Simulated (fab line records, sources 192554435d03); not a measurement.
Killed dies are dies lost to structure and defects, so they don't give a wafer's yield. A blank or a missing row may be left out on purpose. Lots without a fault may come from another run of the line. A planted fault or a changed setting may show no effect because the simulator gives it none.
A struck lot beside a sound one | flow n5_finfet | 15 steps out of a route of 1938
Sound: wafers L741.3, L741.4, L741.6. Struck: wafer L735.2. (L735.1, L735.5 of the same lot were not struck and are left out.) The cause comes at the end.
At each step with rows: each side's tool, then ch and its chambers, then its first start. Under that, the readings that differ: sound wafers | struck wafers | difference of the means | sigmas: that difference in standard deviations of wafers without a fault.
alike: readings whose means differ by less than 2 such deviations, and words and numbers that are the same on both sides. not compared: withheld readings, readings that some wafer has no value for, bounds like >300 that may hide the same value, and numbers for which the record gives no deviation and whose values overlap.
The two part at a step that has a row with sigmas, a row that says differs or no value, or rows on one side only. Numbers that don't overlap but have no deviation are shown without sigmas and don't part them. A reading that every wafer of one side lacks parts them only if that side has two wafers or more.

first, 2 steps without rows for these wafers: N5_BEOL_M5_SPUTTER_81 (material Cu, target thk 15 nm, time 27.62 s); N5_BEOL_M5_ANNEAL_82 (time 1800 s).
N5_BEOL_M5_SPUTTER_83: material Cu, target thk 15 nm, time 27.62 s.
  sound on pvd_sputter-01, day 14 20:56; struck on pvd_sputter-01, day 12 17:01
  alike: throttle_valve_pct
N5_BEOL_M5_ANNEAL_84: time 1800 s.
  sound on pvd_sputter-01, day 14 21:01; struck on pvd_sputter-01, day 12 17:06
  alike: heater_power_w
N5_BEOL_M5_SPUTTER_88: material Cu, target thk 15 nm, time 27.62 s.
  sound on pvd_sputter-01, day 14 22:01; struck on pvd_sputter-01, day 12 18:07
  alike: throttle_valve_pct
then, 3 steps without rows for these wafers: N5_BEOL_M5_ANNEAL_89 (time 1800 s); N5_BEOL_M5_SPUTTER_90 (material Cu, target thk 4.5 nm, time 8.29 s); N5_BEOL_M5_ECD_50 (material Cu, target thk 300 nm).
N5_BEOL_M5_ANNEAL_51: time 90 s.
  sound on rtp_anneal-02 ch 0, day 14 23:24; struck on rtp_anneal-02 ch 0, day 12 19:24
  alike: wafer_temp_C_max
then, 1 step without rows for these wafers: N5_BEOL_M5_CMP_52 (polishes, stops on SiCOH lowk, t overpolish 6.9 s, target thk 62 nm).
N5_BEOL_M5_THK_MEAS_53: measures by xrf.
  sound on film_metro-01, day 14 23:54; struck on film_metro-02, day 12 20:00
  alike: M5_THK
N5_BEOL_M5_PRE_CLEAN_77: time 15 s.
  sound on cvd_co-02 ch 0,1,2, day 14 23:56; struck on cvd_co-01 ch 0, day 12 20:02
  alike: heater_power_w
N5_BEOL_M5_CO_CAP_78: material Co, precursor CCTBA/H2, target thk 2 nm, time 102.1 s.
  sound on cvd_co-02 ch 0,1,2, day 14 23:59; struck on cvd_co-01 ch 0, day 12 20:05
  reading                                   | sound             | struck | difference | sigmas
  run_length_s (s)                          | 125.2 123.8 125.0 | 157.8  | +33.1      | +59
  model.Co_of_BEOL_M5_CO_CAP_78.thk_nm (nm) | 2 2 2             | 2.6    | +0.6       |
  alike: heater_power_w
then, 2 steps without rows for these wafers: N5_BEOL_M5_PRE_CLEAN_55 (time 15 s); N5_PASSIVATION_PROBE_49.

WHERE THEY PART
Only at N5_BEOL_M5_CO_CAP_78, within this record.

WHY: what the simulator had put in
Process parameter drift: cvd_co-01, from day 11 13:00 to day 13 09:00, at N5_BEOL_M5_CO_CAP_78. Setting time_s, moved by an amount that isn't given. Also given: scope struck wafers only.
